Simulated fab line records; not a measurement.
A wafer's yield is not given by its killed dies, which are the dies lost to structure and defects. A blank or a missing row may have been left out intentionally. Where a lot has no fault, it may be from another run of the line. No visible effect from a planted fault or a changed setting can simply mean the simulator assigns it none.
The tool behind it: which one? + flow n5-finfet + 8 lots (24 wafers sampled), 1 step of a 1938-step route

WHAT THE GAUGES SHOWED, per wafer
N5_BEOL_M4_RC_MEAS_101.
| lot  | measured     | on        | DIBL_N (mV/V)  |
|------|--------------|-----------|----------------|
| L901 | day 9 13:25  | prober-02 | 38.3 35.9 35.0 |
| L909 | day 11 17:20 | prober-01 | 37.1 37.1 37.4 |
| L911 | day 12 09:48 | prober-02 | 37.3 36.2 36.7 |
| L912 | day 12 13:02 | prober-02 | 35.2 36.1 35.1 |
| L913 | day 12 17:01 | prober-02 | 35.2 34.2 35.3 |
| L914 | day 12 19:22 | prober-01 | 35.7 33.7 36.3 |
| L915 | day 13 00:59 | prober-02 | 36.6 35.3 35.5 |
| L917 | day 13 15:45 | prober-02 | 34.6 34.9 35.7 |

EACH LOT AND THE TOOL THAT RAN IT (in order: tool; ch and the chambers of the sampled wafers; start)
Before these readings, the record contains no process step.

THE ANSWER, worked out from the rows above alone
Rule: what is usual is taken from the lots themselves. Put in order of their means at a reading, lots are off if they are a third of the lots or fewer, leave a main group of 4 or more, and stand apart from it by a gap of 3 or more times the standard deviation of the main group's means; of several such gaps the widest counts. If all means in a main group match to the digits the tables above print for the reading, that group is not used. A lot without any number at a reading at which 4 lots or more have one is off too. The other lots that the step has rows for count as sound.
None of the lots is off at any reading shown; this tells nothing.

WHAT HAD BEEN PUT IN BY THE SIMULATOR
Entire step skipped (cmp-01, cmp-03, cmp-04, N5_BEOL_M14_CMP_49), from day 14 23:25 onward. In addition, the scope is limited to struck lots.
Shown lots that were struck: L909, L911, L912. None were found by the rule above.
